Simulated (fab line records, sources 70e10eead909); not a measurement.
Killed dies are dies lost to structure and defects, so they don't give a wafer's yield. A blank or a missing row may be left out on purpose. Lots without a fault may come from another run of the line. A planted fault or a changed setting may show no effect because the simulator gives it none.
A struck lot beside a sound one | flow nand_harc | 14 steps out of a route of 1159
Sound: wafers L131.2, L131.4, L131.6. Struck: wafer L141.1. (L141.2 of the same lot was not struck and is left out.) The cause comes at the end.
At each step with rows: each side's tool, then ch and its chambers, then its first start. Under that, the readings that differ: sound wafers | struck wafers | difference of the means | sigmas: that difference in standard deviations of wafers without a fault.
alike: readings whose means differ by less than 2 such deviations, and words and numbers that are the same on both sides. not compared: withheld readings, readings that some wafer has no value for, bounds like >300 that may hide the same value, and numbers for which the record gives no deviation and whose values overlap.
The two part at a step that has a row with sigmas, a row that says differs or no value, or rows on one side only. Numbers that don't overlap but have no deviation are shown without sigmas and don't part them. A reading that every wafer of one side lacks parts them only if that side has two wafers or more.

NHARC_A_SOURCE_PLATE_THK_MEAS_09: measures by ellipsometry.
  sound on film_metro-01, day 7 18:39; struck on film_metro-01, day 10 07:11
  alike: thk_nm
then, 3 steps without rows for these wafers: NHARC_A_SOURCE_PLATE_PVD_04 (deposits WSi2, target thk 50 nm); NHARC_A_SOURCE_PLATE_CVD_03 (deposits poly-Si, target thk 200 nm, time 4000 s); NHARC_A_SOURCE_PLATE_ANNEAL_05 (time 1800 s).
NHARC_A_SOURCE_PLATE_THK_MEAS_06: measures by ellipsometry.
  sound on film_metro-01, day 8 10:45; struck on film_metro-02, day 10 20:32
  alike: thk_nm
NHARC_A_SOURCE_PLATE_INSPECT_08:
  sound on defect_inspect-01, day 8 10:50; struck on defect_inspect-02, day 10 20:36
  alike: raw_defect_count
then, 1 step without rows for these wafers: NHARC_A_ONON_D1_DEP_00 (target thk 1000 nm).
NHARC_A_ONON_D1_THK_MEAS_02: measures by ellipsometry.
  sound on film_metro-02, day 8 11:25; struck on film_metro-02, day 10 21:11
  alike: thk_nm
then, 1 step without rows for these wafers: NHARC_A_ONON_D1_DEP_03 (target thk 1000 nm).
NHARC_A_ONON_D1_THK_MEAS_05: measures by ellipsometry.
  sound on film_metro-01, day 8 12:05; struck on film_metro-01, day 10 21:45
  alike: thk_nm
NHARC_A_ONON_D1_DEP_06: target thk 1000 nm.
  sound on pecvd_onon-02 ch 0, day 8 12:20; struck on pecvd_onon-02 ch 0, day 10 22:05
NHARC_A_ONON_D1_THK_MEAS_08: measures by ellipsometry.
  sound on film_metro-01, day 8 12:47; struck on film_metro-01, day 10 22:35
  reading     | sound       | struck | difference | sigmas
  thk_nm (nm) | 993 992 992 | 714    | -278       | -32
then, 1 step without rows for these wafers: NHARC_A_ONON_D1_DEP_09 (target thk 1000 nm).
-- the record jumps here: 13 days lie between the struck wafers' starts before and after (it left off in module A_ONON_D1 and takes up again in module END, whose first step shown is number 1159 of the route) --
NHARC_END_SORT_01:
  the record has rows for the struck wafers here (prober-02 ch 0, day 23 12:25) and none for the sound ones

WHERE THEY PART
First at NHARC_A_ONON_D1_THK_MEAS_08; last, within this record, at NHARC_END_SORT_01.

WHY: what the simulator had put in
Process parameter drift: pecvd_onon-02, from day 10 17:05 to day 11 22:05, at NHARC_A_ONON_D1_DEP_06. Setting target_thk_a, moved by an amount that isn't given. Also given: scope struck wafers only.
